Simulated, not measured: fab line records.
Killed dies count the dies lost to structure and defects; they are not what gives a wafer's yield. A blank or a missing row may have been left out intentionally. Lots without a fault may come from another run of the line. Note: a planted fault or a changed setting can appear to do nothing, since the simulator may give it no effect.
fab line records	flow nandHarc
[record] lots = 6	wafers = 18	lastDay = 32
route steps=1302 shown A_CONTACT@1006 END@1302
lots untouched by any fault: they come from a run of this same line in which no faults occurred
startH: hours from the record's first day to the start of the lot's first wafer shown	waitH: how many hours have passed since the lot's step before this one	" repeats the value in the row above	L1.1+2: a single row standing in for several wafers	- no value, or no start given	* or withheld: withheld	< > ~ a bound
route shown NAME@n: NAME is a module with steps in the file, n the number in the route of the first one	usual: mean/standard deviation taken from wafers without a fault	same: alike in all rows	chamber/n: place in a boat	sites: per-site readings	_std_site: the values' standard deviation	_edge_site: mean of outer sites minus mean of inner sites	radiusMm: for every site, how far away it sits from the centre of the wafer	mask NAME#n: copy n	behind: the most recent tool/chamber to have shaped the wafer	hold: reason for holding the lot/hours on hold/outcome of the hold	device: transistor that didn't switch, given as n, p or np	end of line: tests run on the same wafers once the route is complete	a step without rows: its recipe alone	killed: count of dies lost to structure and defects at first sort (not the wafer's yield)	map: shows each die of a wafer: x if killed, . if not, _ if none is there
set.NAME: the run value of the setting; set.NAME@STEP: its run value at that earlier step	model.NAME: the simulator's own value behind a step, which no gauge read
certain route steps with their lots: each step a table, each wafer a row
services: the hour from which a tool's chamber was out of use, counted from the record's first day as startH (under 0 if before that day), plus the number of hours and why
[[steps]]
[step NHARC_A_CONTACT_ETCH_112]
[recipe] sourceW = withheld	pressureMtorr = 20	biasV = 3000	timeS = 190	targetDepthA = 18500	arFlowSccm = withheld	c4f8FlowSccm = withheld	o2FlowSccm = withheld	chemistry = C4F8/O2/Ar
[step NHARC_A_CONTACT_ETCH_113]
[recipe] sourceW = withheld	pressureMtorr = 20	biasV = 3000	timeS = 190	targetDepthA = 18500	arFlowSccm = withheld	c4f8FlowSccm = withheld	o2FlowSccm = withheld	chemistry = C4F8/O2/Ar
[step NHARC_A_CONTACT_ETCH_114]
[recipe] sourceW = withheld	pressureMtorr = 20	biasV = 3000	timeS = 190	targetDepthA = 18500	arFlowSccm = withheld	c4f8FlowSccm = withheld	o2FlowSccm = withheld	chemistry = C4F8/O2/Ar
[step NHARC_A_CONTACT_ETCH_115]
[recipe] sourceW = withheld	pressureMtorr = 20	biasV = 3000	timeS = 190	targetDepthA = 18500	arFlowSccm = withheld	c4f8FlowSccm = withheld	o2FlowSccm = withheld	chemistry = C4F8/O2/Ar
[step NHARC_A_CONTACT_ETCH_116]
[recipe] sourceW = withheld	pressureMtorr = 20	biasV = 3000	timeS = 190	targetDepthA = 18500	arFlowSccm = withheld	c4f8FlowSccm = withheld	o2FlowSccm = withheld	chemistry = C4F8/O2/Ar
[step NHARC_A_CONTACT_ETCH_117]
[recipe] sourceW = withheld	pressureMtorr = 20	biasV = 3000	timeS = 190	targetDepthA = 18500	arFlowSccm = withheld	c4f8FlowSccm = withheld	o2FlowSccm = withheld	chemistry = C4F8/O2/Ar
lot.wafer	tool	chamber	startH	waitH	rfHoursCounterH
L437.2	harCapEtch-02	0	523.44	0.1	87
L437.1	"	1	"	"	87
L437.5	"	1	"	"	-
L439.1	harCapEtch-03	1	553.81	0.1	58
L439.3	"	0	"	"	-
L439.5	"	1	"	"	-
L447.1	harCapEtch-02	0	637.60	0.2	106
L447.2	"	1	"	"	106
L447.5	"	0	"	"	-
L448.2	harCapEtch-01	1	645.97	0.1	23
L448.1	"	0	"	"	23
L448.6	"	0	"	"	-
L453.2	harCapEtch-01	0	682.82	0.1	31
L453.1	"	1	"	"	31
L453.3	"	1	"	"	-
L455.2	harCapEtch-03	0	706.84	0.1	88
L455.3	"	1	"	"	-
L455.6	"	0	"	"	-
[step NHARC_A_CONTACT_ETCH_118]
[recipe] sourceW = withheld	pressureMtorr = 20	biasV = 3000	timeS = 190	targetDepthA = 18500	arFlowSccm = withheld	c4f8FlowSccm = withheld	o2FlowSccm = withheld	chemistry = C4F8/O2/Ar
[step NHARC_A_CONTACT_ETCH_119]
[recipe] sourceW = withheld	pressureMtorr = 20	biasV = 3000	timeS = 190	targetDepthA = 18500	arFlowSccm = withheld	c4f8FlowSccm = withheld	o2FlowSccm = withheld	chemistry = C4F8/O2/Ar
lot.wafer	tool	chamber	startH	waitH	rfHoursCounterH
L437.2	harCapEtch-02	0	523.78	0.1	87
L437.1	"	1	"	"	87
L437.5	"	1	"	"	-
L439.1	harCapEtch-03	1	554.15	0.1	59
L439.3	"	0	"	"	-
L439.5	"	1	"	"	-
L447.1	harCapEtch-02	0	638.05	0.2	107
L447.2	"	1	"	"	107
L447.5	"	0	"	"	-
L448.2	harCapEtch-01	1	646.31	0.1	23
L448.1	"	0	"	"	23
L448.6	"	0	"	"	-
L453.2	harCapEtch-01	0	683.16	0.1	31
L453.1	"	1	"	"	31
L453.3	"	1	"	"	-
L455.2	harCapEtch-03	0	707.18	0.1	88
L455.3	"	1	"	"	-
L455.6	"	0	"	"	-
[step NHARC_A_CONTACT_ETCH_120]
[recipe] sourceW = withheld	pressureMtorr = 20	biasV = 3000	timeS = 190	targetDepthA = 18500	arFlowSccm = withheld	c4f8FlowSccm = withheld	o2FlowSccm = withheld	chemistry = C4F8/O2/Ar
[step NHARC_A_CONTACT_ETCH_121]
[recipe] sourceW = withheld	pressureMtorr = 20	biasV = 3000	timeS = 190	targetDepthA = 18500	arFlowSccm = withheld	c4f8FlowSccm = withheld	o2FlowSccm = withheld	chemistry = C4F8/O2/Ar
[step NHARC_A_CONTACT_ETCH_122]
[recipe] sourceW = withheld	pressureMtorr = 20	biasV = 3000	timeS = 190	targetDepthA = 18500	arFlowSccm = withheld	c4f8FlowSccm = withheld	o2FlowSccm = withheld	chemistry = C4F8/O2/Ar
[step NHARC_A_CONTACT_ETCH_123]
[recipe] sourceW = withheld	pressureMtorr = 20	biasV = 400	timeS = 490	targetDepthA = 21100	arFlowSccm = withheld	c4f8FlowSccm = 11.5	o2FlowSccm = 7.2	chemistry = C4F8/O2/Ar
[step NHARC_A_CONTACT_ETCH_90]
[recipe] targetDepthA = 400	overEtchFrac = 0.5	timeS = 85.7	ionEnergyEv = 120	ch3fFlowSccm = 50	o2FlowSccm = 30	arFlowSccm = 200	rfW = 500	biasW = 100	chemistry = CH3F/O2
[usual] drypumpMotorCurrentA = 5.8/0.43	oesProductAu = 0.95/0.033	rfVppV = 244.4/1.9	showerheadPlenumPTorr = 2.46/0.11	throttleValvePct = 20.665/0.0078
lot.wafer	tool	chamber	startH	waitH	drypumpMotorCurrentA	oesProductAu	rfHoursCounterH	rfVppV	showerheadPlenumPTorr	throttleValvePct
L437.2	rieDiel-08	2	525.46	0.9	5.3	0.92	28	244.9	2.45	20.661
L437.1	"	3	"	"	5.8	0.92	25	243.1	2.31	20.662
L437.5	"	2	"	"	5.3	0.93	-	244.1	2.45	20.664
L439.3	rieDiel-04	2	555.78	0.7	6.3	0.99	3	246.1	2.63	20.663
L439.1	"	3	"	"	6.1	0.98	3	245.5	2.58	20.652
L439.5	"	2	"	"	6.3	0.99	-	246.4	2.63	20.664
L447.2	rieDiel-08	3	640.11	0.9	5.8	0.95	12	241.9	2.31	20.663
L447.1	"	2	"	"	5.3	0.95	13	244.9	2.44	20.655
L447.5	"	3	"	"	5.8	0.95	-	241.0	2.31	20.659
L448.1	rieDiel-08	3	647.97	0.8	5.8	0.94	14	243.2	2.31	20.654
L448.2	"	2	"	"	5.3	0.91	14	243.4	2.44	20.662
L448.6	"	2	"	"	5.3	0.92	-	244.6	2.44	20.666
L453.2	rieDiel-04	0	684.81	0.9	5.3	0.93	46	243.0	2.38	20.661
L453.3	"	1	"	"	6.0	0.93	49	246.6	2.61	20.656
L453.1	"	3	"	"	6.1	0.92	42	247.0	2.57	20.672
L455.3	rieDiel-08	0	708.81	0.7	6.4	0.93	17	245.2	2.64	20.662
L455.2	"	3	"	"	5.8	0.93	27	242.2	2.30	20.664
L455.6	"	0	"	"	6.4	0.95	-	245.0	2.64	20.662
[step NHARC_A_CONTACT_ETCH_96]
[recipe] targetDepthA = 200	overEtchFrac = 0.5	timeS = 10	ionEnergyEv = 250	c4f6FlowSccm = 25	o2FlowSccm = 20	arFlowSccm = 500	rfW = 600	biasW = 500	chemistry = C4F6/O2
[step NHARC_A_CONTACT_CD_MEAS_53]
[usual] cdNm = 289.6/0.69
lot.wafer	tool	chamber	startH	waitH	cdNm
L437.1	cdSem-03	-	525.66	-	290.6
L437.2	"	-	"	"	290.9
L437.5	"	-	"	"	290.4
L439.1	cdSem-03	-	556.00	-	287.6
L439.3	"	-	"	"	288.6
L439.5	"	-	"	"	288.6
L447.1	cdSem-02	-	640.33	-	288.6
L447.2	"	-	"	"	289.9
L447.5	"	-	"	"	289.4
L448.1	cdSem-02	-	648.23	-	289.0
L448.2	"	-	"	"	288.5
L448.6	"	-	"	"	289.0
L453.1	cdSem-02	-	685.17	-	290.0
L453.2	"	-	"	"	290.5
L453.3	"	-	"	"	290.2
L455.2	cdSem-02	-	709.03	-	289.1
L455.3	"	-	"	"	289.3
L455.6	"	-	"	"	289.1
[step NHARC_A_CONTACT_STRIP_99]
[recipe] n2FlowSccm = 150	h2FlowSccm = 150	arFlowSccm = 0	biasW = 0	chemistry = N2/H2
[step NHARC_A_CONTACT_STRIP_100]
[recipe] cf4FlowSccm = 100	chf3FlowSccm = 30	arFlowSccm = 0	biasW = 0	chemistry = CF4/CHF3
[step NHARC_A_CONTACT_STRIP_101]
[recipe] o2FlowSccm = 400	cosFlowSccm = 20	arFlowSccm = 0	biasW = 0	chemistry = O2/COS
[step NHARC_A_CONTACT_ETCH_102]
[recipe] targetDepthA = 1000	overetchA = 100	timeS = 55	ionEnergyEv = 100	cf4FlowSccm = 80	o2FlowSccm = 20	arFlowSccm = 0	rfW = 300	biasW = 100	chemistry = CF4/O2
[usual] drypumpMotorCurrentA = 5.8/0.44	oes_ar_750_au = 1.000/0.0054	oes_f_703_au = 1.000/0.0037	oes_o_777_au = 1.001/0.0046	oesProductAu = 0.999/0.0085	rfVppV = 197.8/1.3	showerheadPlenumPTorr = 1.34/0.058	throttleValvePct = 13.398/0.0093
lot.wafer	tool	chamber	startH	waitH	drypumpMotorCurrentA	oes_ar_750_au	oes_f_703_au	oes_o_777_au	oesProductAu	rfHoursCounterH	rfVppV	showerheadPlenumPTorr	throttleValvePct
L437.2	rieDiel-08	2	525.96	0.1	5.3	0.994	1.008	1.002	1.004	28	197.7	1.33	13.388
L437.1	"	0	"	"	6.4	0.993	1.004	1.002	1.001	24	200.6	1.44	13.397
L437.5	"	2	"	"	5.3	1.004	1.003	1.007	0.999	-	198.7	1.33	13.403
L439.1	rieDiel-08	2	556.30	0.1	5.3	0.996	0.997	0.998	0.990	0	197.4	1.33	13.391
L439.3	"	0	"	"	6.4	0.997	0.999	1.001	1.018	0	200.5	1.44	13.418
L439.5	"	1	"	"	5.9	1.007	1.003	0.999	0.993	-	198.2	1.30	13.401
L447.1	rieDiel-08	2	640.62	0.0	5.3	0.998	0.997	1.000	0.988	13	198.7	1.33	13.406
L447.2	"	1	"	"	5.9	0.996	0.994	1.004	0.993	13	195.8	1.30	13.405
L447.5	"	2	"	"	5.3	0.996	0.998	0.996	0.986	-	197.3	1.33	13.400
L448.1	rieDiel-08	3	648.75	0.1	5.8	0.991	1.003	1.000	1.004	14	196.2	1.25	13.398
L448.2	"	1	"	"	5.9	1.005	1.005	1.003	0.990	15	197.9	1.30	13.382
L448.6	"	3	"	"	5.8	0.995	0.995	1.000	0.989	-	195.5	1.25	13.402
L453.1	rieDiel-02	0	685.47	0.1	6.7	0.999	1.002	0.999	0.995	35	198.2	1.36	13.400
L453.2	"	1	"	"	5.1	1.001	0.999	1.001	0.998	36	198.5	1.32	13.396
L453.3	"	2	"	"	5.5	0.996	1.004	0.998	1.000	37	197.3	1.32	13.404
L455.3	rieDiel-04	2	709.33	0.1	6.3	0.997	1.004	0.993	0.991	53	200.6	1.42	13.402
L455.2	"	3	"	"	6.1	1.006	0.995	1.007	1.003	49	197.7	1.39	13.397
L455.6	"	1	"	"	6.0	1.001	0.996	0.995	1.002	-	200.1	1.42	13.394
[step NHARC_A_CONTACT_STRIP_55]
[recipe] o2FlowSccm = 500	arFlowSccm = 0	biasW = 0	chemistry = O2
[step NHARC_A_CONTACT_STRIP_56]
[recipe] timeS = 600	tempC = 30	chemistry = postEtchResidueRemover
[step NHARC_A_CONTACT_DEP_57]
[recipe] targetThkA = 53000	tempC = 400	material = aC
[usual] throttleValvePct = 35.000/0.01
lot.wafer	tool	chamber	startH	waitH	throttleValvePct
L437.1	aclDep-02	0	528.25	-	34.975
L437.2	"	0	"	"	34.993
L437.5	"	0	530.42	-	35.002
L439.1	aclDep-03	0	561.02	-	35.007
L439.3	"	0	562.09	-	35.003
L439.5	"	0	563.15	-	35.007
L447.1	aclDep-01	0	641.28	-	34.993
L447.2	"	0	"	"	34.992
L447.5	"	0	643.43	-	34.982
L448.1	aclDep-02	0	650.16	-	34.990
L448.2	"	0	"	"	34.998
L448.6	"	0	652.85	-	34.994
L453.1	aclDep-01	0	687.27	-	35.010
L453.2	"	0	"	"	35.000
L453.3	"	0	"	"	34.980
L455.2	aclDep-03	0	710.51	-	35.007
L455.3	"	0	"	"	35.003
L455.6	"	0	712.64	-	35.005
[step NHARC_A_CONTACT_DEP_58]
[recipe] targetThkA = 900	targetThkNm = 90	tempC = 400	pressureTorr = 3.5	flowSccm = 200	rfW = 350	material = SiON
[step NHARC_A_CONTACT_DEHYDRATE_59]
[recipe] tempC = 150	timeS = 120
[step NHARC_A_CONTACT_HMDS_60]
[recipe] timeS = 30
[step NHARC_A_CONTACT_COAT_61]
[recipe] tempC = 260	timeS = 75
[step NHARC_A_CONTACT_COAT_62]
[recipe] tempC = 225	timeS = 65
[step NHARC_A_CONTACT_COAT_63]
[recipe] spinRpm = 1500	resistThkNm = 90
[step NHARC_A_CONTACT_SOFTBAKE_64]
[recipe] tempC = 105	timeS = 55
[step NHARC_A_CONTACT_EBR_65]
[step NHARC_A_CONTACT_EXPOSE_66]
[recipe] na = 1.35	sigmaOuter = 0.8	doseMj = 59.02	maskId = A_CC_2
[step NHARC_A_CONTACT_PEB_67]
[recipe] pebTempC = 100	pebTimeS = 65
[step NHARC_A_CONTACT_DEVELOP_68]
[recipe] developTimeS = 35	devTempC = 23
[step NHARC_A_CONTACT_CD_MEAS_69]
[recipe] targetCdNm = 300	landingEnergyEv = 500
[usual] cdNm = 300.0/0.61
lot.wafer	tool	chamber	startH	waitH	cdNm
L437.1	cdSem-02	0	532.25	-	300.9
L437.2	"	0	"	"	300.5
L437.5	"	0	"	"	301.2
L439.1	cdSem-03	0	564.95	-	299.5
L439.3	"	0	"	"	300.0
L439.5	"	0	"	"	300.1
L447.1	cdSem-01	0	645.13	-	299.6
L447.2	"	0	"	"	299.6
L447.5	"	0	"	"	300.0
L448.1	cdSem-01	0	654.00	-	299.6
L448.2	"	0	"	"	299.7
L448.6	"	0	"	"	300.1
L453.1	cdSem-02	0	691.25	-	299.8
L453.2	"	0	"	"	299.6
L453.3	"	0	"	"	299.9
L455.2	cdSem-01	0	713.92	-	300.2
L455.3	"	0	"	"	299.3
L455.6	"	0	"	"	299.3
[step NHARC_A_CONTACT_OVL_MEAS_70]
[usual] overlayXNm = -0.1/0.79	overlayYNm = 0.0/0.76
lot.wafer	tool	chamber	startH	waitH	overlayXNm	overlayYNm
L437.1	overlay-02	-	532.34	-	-0.1	1.3
L437.2	"	-	"	"	-0.4	1.7
L437.5	"	-	"	"	-0.5	1.5
L439.1	overlay-01	-	565.05	-	0.6	-0.4
L439.3	"	-	"	"	0.4	0.5
L439.5	"	-	"	"	0.0	0.2
L447.1	overlay-02	-	645.21	-	-0.4	0.1
L447.2	"	-	"	"	-0.3	-0.1
L447.5	"	-	"	"	-0.4	0.4
L448.1	overlay-02	-	654.09	-	-0.3	0.3
L448.2	"	-	"	"	-0.8	0.4
L448.6	"	-	"	"	-0.3	0.1
L453.1	overlay-01	-	691.34	-	0.5	-0.5
L453.2	"	-	"	"	0.7	-0.6
L453.3	"	-	"	"	0.8	-0.6
L455.2	overlay-01	-	714.00	-	-1.6	-0.1
L455.3	"	-	"	"	-0.6	-0.2
L455.6	"	-	"	"	-1.5	-0.7
[step NHARC_A_CONTACT_DESCUM_74]
[recipe] timeS = 3	o2FlowSccm = 200	arFlowSccm = 0	biasPowerW = 0	chemistry = O2
[step NHARC_A_CONTACT_ETCH_75]
[recipe] targetDepthA = 390	overEtchFrac = 0.3	timeS = 65	ionEnergyEv = 80	cf4FlowSccm = 150	arFlowSccm = 0	rfW = 300	biasW = 100	chemistry = CF4
[usual] drypumpMotorCurrentA = 5.8/0.44	oesProductAu = 0.999/0.0096	rfVppV = 151.3/1.2	showerheadPlenumPTorr = 1.78/0.08	throttleValvePct = 13.283/0.0091
lot.wafer	tool	chamber	startH	waitH	drypumpMotorCurrentA	oesProductAu	rfHoursCounterH	rfVppV	showerheadPlenumPTorr	throttleValvePct
L437.2	rieDiel-08	3	532.52	0.1	5.8	1.005	26	150.4	1.67	13.281
L437.1	"	1	"	"	5.9	1.012	32	151.2	1.73	13.293
L437.5	"	3	"	"	5.8	1.002	-	149.1	1.67	13.286
L439.1	rieDiel-08	3	565.24	0.1	5.8	0.999	0	150.4	1.67	13.288
L439.3	"	0	"	"	6.4	1.012	0	152.9	1.90	13.303
L439.5	"	0	"	"	6.4	1.003	-	151.7	1.90	13.284
L447.2	rieDiel-08	3	645.40	0.1	5.8	1.001	13	149.8	1.66	13.293
L447.1	"	0	"	"	6.4	1.002	14	152.6	1.90	13.279
L447.5	"	2	"	"	5.3	0.991	-	149.8	1.76	13.282
L448.1	rieDiel-08	1	654.29	0.1	5.9	0.987	15	150.7	1.73	13.298
L448.2	"	2	"	"	5.3	0.977	15	151.1	1.76	13.271
L448.6	"	1	"	"	5.9	0.985	-	149.6	1.73	13.289
L453.2	rieDiel-02	0	691.67	0.2	6.7	0.994	36	152.4	1.80	13.290
L453.3	"	1	"	"	5.0	0.988	37	151.5	1.74	13.266
L453.1	"	2	"	"	5.5	0.992	38	150.8	1.75	13.302
L455.3	rieDiel-08	0	714.22	0.1	6.4	1.025	17	152.6	1.90	13.272
L455.2	"	1	"	"	6.0	1.014	23	150.0	1.72	13.283
L455.6	"	0	"	"	6.4	1.019	-	152.2	1.90	13.284
[step NHARC_A_CONTACT_ETCH_76]
[recipe] targetDepthA = 2600	overEtchFrac = 0.3	timeS = 475.3	ionEnergyEv = 200	n2FlowSccm = 150	h2FlowSccm = 150	arFlowSccm = 0	rfW = 400	biasW = 150	chemistry = N2/H2
[step NHARC_A_CONTACT_ETCH_77]
[recipe] targetDepthA = 1089	timeS = 54.5	cf4FlowSccm = 100	chf3FlowSccm = 30	arFlowSccm = 0	rfW = 500	biasW = 200	chemistry = CF4/CHF3
[step NHARC_A_CONTACT_ETCH_78]
[recipe] targetDepthA = 53000	overEtchFrac = 0.3	timeS = 1378	ionEnergyEv = 150	o2FlowSccm = 400	cosFlowSccm = 20	arFlowSccm = 0	rfW = 500	biasW = 300	chemistry = O2/COS
[step NHARC_A_CONTACT_ETCH_124]
[recipe] sourceW = withheld	pressureMtorr = 20	biasV = withheld	timeS = 140	targetDepthA = 7000	arFlowSccm = withheld	c4f8FlowSccm = withheld	o2FlowSccm = withheld	chemistry = C4F8/O2/Ar
[step NHARC_END_SORT_01]
[recipe] tempC = 25
[usual] killedAtArray = 56/19	killedAtOther = 1.0/1.3	killedAtPeriphery = 3.8/2.2	killedDies = 61/19	killedOpen = 3.1/1.9	killedShort = 2.3/1.5
[same] grossDies = 677
lot.wafer	tool	chamber	startH	waitH	killedAtArray	killedAtOther	killedAtPeriphery	killedDies	killedOpen	killedShort
L437.1	prober-02	0	593.36	2.5	73	2	2	77	5	1
L437.2	prober-02	0	594.15	2.8	71	1	5	77	7	1
L437.5	prober-02	0	596.53	3.7	73	0	5	78	2	2
L447.1	prober-01	0	704.31	2.5	113	1	2	116	1	1
L447.2	prober-01	0	705.11	2.8	119	0	1	120	2	1
L447.5	prober-01	0	707.52	3.7	115	3	2	120	2	3
L448.1	prober-02	0	711.66	2.5	113	0	1	114	6	3
L448.2	prober-02	0	712.47	2.8	123	0	4	127	11	3
L448.6	prober-02	0	715.70	4.0	112	0	2	114	4	2
// killed by level:class
L437.1 A_CHANNEL_HOLE_D1:chamberFilmFlake=32 A_SLIT:chamberFilmFlake=25 A_CHANNEL_HOLE_D2:chamberFilmFlake=5 A_CONTACT:chamberFilmFlake=3 A_BONDPAD:chamberFilmFlake=2 P_M0:geometricParticle:open=1 A_ONON_D2:geometricParticle:open=1 A_CHANNEL_FILL_D2:geometricParticle:open=1
L437.2 A_CHANNEL_HOLE_D1:chamberFilmFlake=31 A_SLIT:chamberFilmFlake=21 A_CHANNEL_HOLE_D2:chamberFilmFlake=11 P_GATE:geometricParticle:open=2 P_STI:chamberFilmFlake=2 P_CONTACT:geometricParticle:open=1 A_SOURCE_PLATE:geometricParticle:open=1 A_ONON_D1:geometricParticle:open=1
L437.5 A_CHANNEL_HOLE_D1:chamberFilmFlake=26 A_SLIT:chamberFilmFlake=25 A_CHANNEL_HOLE_D2:chamberFilmFlake=14 A_CONTACT:chamberFilmFlake=3 P_STI:chamberFilmFlake=2 A_STAIRCASE:chamberFilmFlake=2 P_CONTACT:geometricParticle:open=1 A_ONON_D2:geometricParticle:short=1
L447.1 A_CONTACT:unspecified=64 A_CHANNEL_HOLE_D1:chamberFilmFlake=31 A_CONTACT:chamberFilmFlake=6 A_STAIRCASE:chamberFilmFlake=3 P_GATE:chamberFilmFlake=2 A_SLIT:chamberFilmFlake=2 A_WL_FILL:chamberFilmFlake=2 A_BONDPAD:chamberFilmFlake=2
L447.2 A_CONTACT:unspecified=68 A_CHANNEL_HOLE_D1:chamberFilmFlake=31 A_SLIT:chamberFilmFlake=7 A_CONTACT:chamberFilmFlake=4 A_STAIRCASE:chamberFilmFlake=3 A_BONDPAD:chamberFilmFlake=2 A_SOURCE_PLATE:geometricParticle:short=1 A_DECK1_JOINT:geometricParticle:open=1
L447.5 A_CONTACT:unspecified=64 A_CHANNEL_HOLE_D1:chamberFilmFlake=29 A_CONTACT:chamberFilmFlake=9 THIN_TSV:chamberFilmFlake=3 A_DECK1_JOINT:geometricParticle:open=2 A_STAIRCASE:chamberFilmFlake=2 A_SLIT:chamberFilmFlake=2 A_BONDPAD:chamberFilmFlake=2
L448.1 A_CONTACT:unspecified=62 A_SLIT:chamberFilmFlake=29 A_CHANNEL_HOLE_D1:chamberFilmFlake=7 A_ONON_D1:geometricParticle:open=3 A_CONTACT:chamberFilmFlake=3 A_STAIRCASE:chamberFilmFlake=2 P_CONTACT:geometricParticle:short=1 A_CHANNEL_HOLE_D1:geometricParticle:open=1
L448.2 A_CONTACT:unspecified=67 A_SLIT:chamberFilmFlake=31 A_CHANNEL_HOLE_D1:chamberFilmFlake=9 P_M0:geometricParticle:open=3 A_CONTACT:chamberFilmFlake=3 A_CHANNEL_FILL_D1:geometricParticle:open=2 A_DECK1_JOINT:geometricParticle:open=2 A_CHANNEL_FILL_D2:geometricParticle:open=2
L448.6 A_CONTACT:unspecified=66 A_SLIT:chamberFilmFlake=29 A_CHANNEL_HOLE_D1:chamberFilmFlake=6 A_CONTACT:chamberFilmFlake=5 A_STAIRCASE:chamberFilmFlake=2 P_M0:geometricParticle:short=1 P_M0:geometricParticle:open=1 A_CHANNEL_FILL_D2:geometricParticle:open=1
// map L447.2 (x killed, . not)
____________.____________
_________......._________
_______..........._______
______.............______
_____..............._____
____.................____
____................x____
___......x............___
___...................___
__.....................__
__.....................__
_........x.............._
_...........x..........._
_......................._
_.......x..............._
_.......x..............._
...............xx........
.x......x.....xxxxx......
.............xxxxxx......
..x...........xxx.xx.....
.....x.....x..xxx........
_.............xxxxxx...x_
_.............xxx.x....._
_.............xxxx......_
_......x.....x.........._
_...x.xxxx....xx.......x_
__...xxxxx.....x.......__
__..xxxxxx.x...........__
___xxxxxxxx...........___
___xxxxxxxxxx.........___
____xxxxxx...........____
____xxxxxxx..........____
_____xxxxxxx........_____
______xxxxxx.......______
_______xxxxx......_______
_________x......_________
____________.____________
// map L448.2 (x killed, . not)
____________.____________
_________xxxxx.._________
_______xxxxxx....._______
______xxxxxxxx.x...______
_____xxxxxxxx......._____
____..xxxxxxxxx......____
____.xxxxxxxxxx......____
___...xxxxxxxx......x.___
___.x.x..xx.x.x.......___
__.....xxxx............__
__....x.x..............__
_.....xx.....x.x........_
_...x.....x.xx.........._
_............xxxx.....x._
_.x.........x.xxxxx....._
_...........xxxxxx....x._
............x.xx...x.....
..x......x...xxxxx.....x.
............xxxxxx..x....
..............x.x.x......
...............xxx.......
_......................._
_..............x........_
_......................._
_......................._
_......................._
__.......x............x__
__.....................__
___...................___
___...................___
____.................____
____.................____
_____.x...x........._____
______.............______
_______..........._______
_________x......_________
____________x____________
[[services]]
tool	chamber	startH	hours	kind
rieDiel-08	0	500.11	-	clean
rieDiel-08	1	500.11	-	clean
rieDiel-08	2	500.11	-	clean
rieDiel-08	3	500.11	-	clean
harCapEtch-01	-	504.50	0.9	repair
rieDiel-08	0	524.61	-	clean
rieDiel-08	1	524.61	-	clean
rieDiel-08	2	524.61	-	clean
rieDiel-08	3	524.61	-	clean
harCapEtch-02	-	535.22	0.4	repair
rieDiel-04	-	536.33	9.0	pm
rieDiel-08	-	545.53	9.0	pm
rieDiel-08	0	545.53	9.0	ventCycle
aclDep-01	-	551.08	13.0	pm
rieDiel-02	-	574.52	9.0	pm
aclDep-02	-	609.38	13.0	pm
rieDiel-08	0	646.93	37.9	repair
rieDiel-08	1	666.00	16.1	repair
aclDep-03	-	668.13	13.0	pm
rieDiel-04	3	673.68	6.7	repair
aclDep-03	-	693.95	6.2	repair
rieDiel-08	-	709.20	1.4	repair
rieDiel-04	-	711.55	0.3	repair
rieDiel-04	-	713.38	9.0	pm
[[key]]
[firstSign] step = NHARC_END_SORT_01	reading = killedAtArray	direction = up	sigmas = 3.2	usual = 56	struck = 116
[effect] step = NHARC_END_SORT_01	reading = killedDies	direction = up	sigmas = 3	usual = 61	struck = 118
[moreKillsBornAt] NHARC_A_CONTACT_ETCH_90@rieDiel-08 = 391
metAt NHARC_A_CONTACT_ETCH_90
struckWafers L447.1,L447.2,L447.5,L448.1,L448.2,L448.6
testerLeftOut L447,L448
onsetBetween 525.46 640.11
alsoFits NHARC_A_CONTACT_ETCH_102:rieDiel-08
[fault] kind = chamberParticleSource	tool = rieDiel-08	chamber = -	onsetH = 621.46	steps = NHARC_A_CONTACT_ETCH_90	ratePerVisitCm2 = 0.84138	endH = 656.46
// testerLeftOut: of these lots the tester's yield and bins aren't shown, on N5 and GAA mostly nor the transistor test; their killed dies are dies lost to structure and defects alone, not to doping, threshold or leakage, so they don't give the yield
